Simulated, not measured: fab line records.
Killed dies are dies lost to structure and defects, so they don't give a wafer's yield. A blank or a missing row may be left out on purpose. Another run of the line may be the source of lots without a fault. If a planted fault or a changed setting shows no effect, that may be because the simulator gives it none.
A struck lot beside a sound one	flow n5_finfet	39 out of 1938 route steps
Sound: the wafers L135.2, L135.4, L135.6. Wafers L145.1, L145.4, L145.6 were the ones struck. At the end, the cause is stated.
Per side, at each step with rows, come the tool, then ch with its chambers, and then its first start. Under that, the readings that differ: sound wafers	struck wafers	difference of the means	sigmas: that difference in standard deviations of wafers without a fault.
alike: same words and numbers on both sides, and readings whose means sit less than 2 such deviations apart. not compared: any withheld reading, any reading some wafer has no value for, any bound like >300 that may hide the same value, and any number with overlapping values for which the record gives no deviation.
The two part at a step that has a row with sigmas, a row that says differs or no value, or rows on one side only. Numbers that have no deviation but don't overlap get no sigmas and don't part them. Lack of a reading on every wafer of one side parts them only where that side has two or more wafers.

first, 11 steps without rows for these wafers: N5_FIN_CUT_STRIP_24 (strips in CF4); N5_FIN_CUT_CUT_ETCH_26 (etches SiNx in CH3F/O2, target depth 39 nm, time 55.7 s); N5_FIN_CUT_CUT_ETCH_27 (etches SiO2 in CHF3/O2, target depth 4 nm, overetch 2 nm, time 4.9 s); N5_FIN_CUT_PRECLEAN_35 (cleans in vHF, time 13.3 s); N5_FIN_CUT_CUT_ETCH_15 (etches Si in HBr/Cl2/O2, target depth 100 nm, bt time 10 s, time 42.4 s); N5_FIN_CUT_CUT_ETCH_28 (etches Si in HBr/Cl2/O2, target depth 6 nm, time 2.4 s); N5_FIN_CUT_STRIP_22 (strips in N2/H2); N5_FIN_CUT_PRECLEAN_36 (cleans in O3/DIW, time 60 s); N5_FIN_CUT_SRD_32 (time 30 s); N5_FIN_CUT_UV_OZONE_34 (time 120 s); N5_STI_FIN_REVEAL_ALD_00 (deposits SiO2, target thk 1 nm, pulse time 1 s).
N5_STI_FIN_REVEAL_ALD_14: deposits Si3N4, target thk 3 nm.
  sound on ald_sin-04 ch 1,2, day 3 13:56; struck on ald_sin-03 ch 1,2, day 6 00:01
  no value came back on the struck wafers for chamber_pressure_Torr (Torr), heater_power_outer_w (W), heater_power_w (W); on the sound wafers chamber_pressure_Torr (Torr) reads 1.996 2.000 1.995
then, 25 steps without rows for these wafers: N5_STI_FIN_REVEAL_FCVD_FILL_01 (material SiO2 flowable, target thk 312 nm, time 512.2 s); N5_STI_FIN_REVEAL_DENSIFY_02 (time 1800 s); N5_STI_FIN_REVEAL_CMP_04 (polishes, stops on Si3N4, t overpolish 4 s, target thk 131.83 nm); N5_STI_FIN_REVEAL_DENSIFY_30; N5_STI_FIN_REVEAL_ETCHBACK_08 (etches SiO2 in C4F6/O2, target depth 30.5 nm, time 10.167 s); N5_STI_FIN_REVEAL_STRIP_24 (strips in N2/H2, time 90 s); N5_STI_FIN_REVEAL_PRECLEAN_25 (cleans in SPM, time 90 s); N5_STI_FIN_REVEAL_PRECLEAN_26 (cleans in SC1, time 45 s); N5_STI_FIN_REVEAL_PRECLEAN_29 (cleans in DHF, time 30 s); N5_STI_FIN_REVEAL_SRD_12 (time 30 s); N5_STI_FIN_REVEAL_RECESS_09 (chemistry HF/NH3, target SiO2, afs cycles 11, target depth 42.5 nm, sublimation time 60 s); N5_STI_FIN_REVEAL_STRIP_16 (strips SiNx in H3PO4, target depth 23.8 nm); N5_STI_FIN_REVEAL_PRECLEAN_17 (cleans in NF3:NH3, afs cycles 1, time 20 s, sublimation time 60 s); N5_STI_FIN_REVEAL_ETCH_34 (etches Si in H2, material Si, target depth 0.97 nm); N5_STI_FIN_REVEAL_OXIDATION_31 (chemistry O2 PLASMA REMOTE, time 20 s); N5_STI_FIN_REVEAL_PRECLEAN_32 (cleans in NF3:NH3, afs cycles 1, time 20 s, sublimation time 60 s); N5_STI_FIN_REVEAL_STRIP_35 (strips Si3N4 in H3PO4, target depth 4 nm, time 39 s); N5_STI_FIN_REVEAL_SRD_21 (time 30 s); N5_STI_FIN_REVEAL_OXIDATION_33 (chemistry O2 PLASMA REMOTE, time 20 s); N5_STI_FIN_REVEAL_CLEAN_19 (cleans in O3/DIW, time 120 s); N5_STI_FIN_REVEAL_SRD_23 (time 30 s); N5_STI_FIN_REVEAL_PRECLEAN_18 (cleans in SC2, time 45 s); N5_STI_FIN_REVEAL_SRD_28 (time 30 s); N5_DUMMY_GATE_PRECLEAN_00 (cleans in O3/DIW, time 60 s); N5_DUMMY_GATE_SRD_01 (time 30 s).
-- record jumps: 7 days separate the struck wafers' starts on either side; left off in module DUMMY_GATE, taken up again in module BEOL_M4, whose first shown step is the route's number 1111 --
N5_BEOL_M4_RC_MEAS_101:
  sound on prober-02 ch 0, day 9 09:14; struck on prober-02 ch 0, day 13 08:41
  alike: DIBL_N, DIBL_P, IOFF_N, IOFF_P, ION_N, ION_P, SS_N, SS_P, VT_N, VT_P
-- here the record skips 4 days between the struck wafers' starts before and after, leaving off in module BEOL_M4 and picking up in module PASSIVATION (first step shown: number 1936 of the route) --
N5_PASSIVATION_PROBE_49:
  struck on prober-01, day 17 19:11; sound on prober-02, day 13 14:28
reading	sound	struck	difference	sigmas
defect_limited_yield (%)	91.9 91.8 92.7	49.0 50.9 47.6	-43.0	-27
killed_at_M4_up	21 20 18	6 11 9	-11	-2
killed_at_front_end	31 16 27	532 514 548	+507	+42
killed_dies	96 97 86	602 579 618	+507	+28
killed_on_rim	11 11 11	136 138 140	+127	+33
sort_bin_5_function (%)	4.6 4.9 4.1	45.9 45.5 48.6	+42.1	+42
sort_n_pass	1084 1083 1094	578 601 562	-507	-28
sort_yield_pct (%)	91.9 91.8 92.7	49.0 50.9 47.6	-43.0	-27
  alike: killed_at_M0_to_M3, killed_at_contacts, killed_at_other, killed_open, killed_short, sort_bin_6_memory

## WHERE THEY PART
At N5_STI_FIN_REVEAL_ALD_14 first; at N5_PASSIVATION_PROBE_49 last (within this record only).

WHY: whatever the simulator had introduced
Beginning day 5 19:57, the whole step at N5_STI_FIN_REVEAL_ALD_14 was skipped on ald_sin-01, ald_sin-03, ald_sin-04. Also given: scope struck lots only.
